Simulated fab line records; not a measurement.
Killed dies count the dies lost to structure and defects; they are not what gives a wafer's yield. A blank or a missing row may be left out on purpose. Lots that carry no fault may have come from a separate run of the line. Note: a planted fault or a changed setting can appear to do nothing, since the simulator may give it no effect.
Chamber matching -- flow nandHarc -- NHARC_A_CONTACT_ETCH_78 on rieDiel-11 has 4 sister chambers
The step etches the open film in O2/COS, target depth 5300 nm, time 1378 s. 7 wafers are shown with their chamber, then 9 later ones without.

## WAFERS PAIRED WITH THEIR CHAMBERS
wafer,chamber,showerheadPlenumPTorr (Torr),drypumpMotorCurrentA (A)
L298.5,2,3.05,5.9
L306.6,0,3.01,5.0
L305.1,3,3.27,5.8
L305.2,1,3.21,5.7
L314.2,3,3.26,5.8
L314.5,1,3.20,5.7
L314.6,0,3.01,4.9

## WAFERS WITHOUT THEIR CHAMBER
wafer,showerheadPlenumPTorr (Torr),drypumpMotorCurrentA (A)
L315.1,3.03,5.9
L315.4,3.01,4.9
L315.5,3.03,5.9
L318.4,3.26,5.8
L318.5,3.00,4.9
L318.6,3.20,5.7
L319.1,3.00,4.9
L319.2,3.26,5.8
L319.4,3.03,5.8

## EACH ONE'S CHAMBER
wafer,from the rows above,in truth
L315.1,2,2
L315.4,0,0
L315.5,2,2
L318.4,3,3
L318.5,0,0
L318.6,1,1
L319.1,0,0
L319.2,3,3
L319.4,2,2
Correctly placed: 9 of 9. Left unplaced by these rows: 0. Number placed wrongly: 0.
How it was worked out, from the rows above alone: a wafer's distance from a chamber is the root of the sum, over the readings, of the square of ((its reading less the chamber's mean) divided by the reading's scatter). The wafer belongs to the nearest chamber; if the next one is less than 2 further off, it can't be placed. For every chamber, the mean is computed from those of its wafers that are shown. The scatter is the square root of a quotient: the sum, over the shown wafers, of each reading's squared deviation from its chamber's mean, divided by wafers minus chambers.
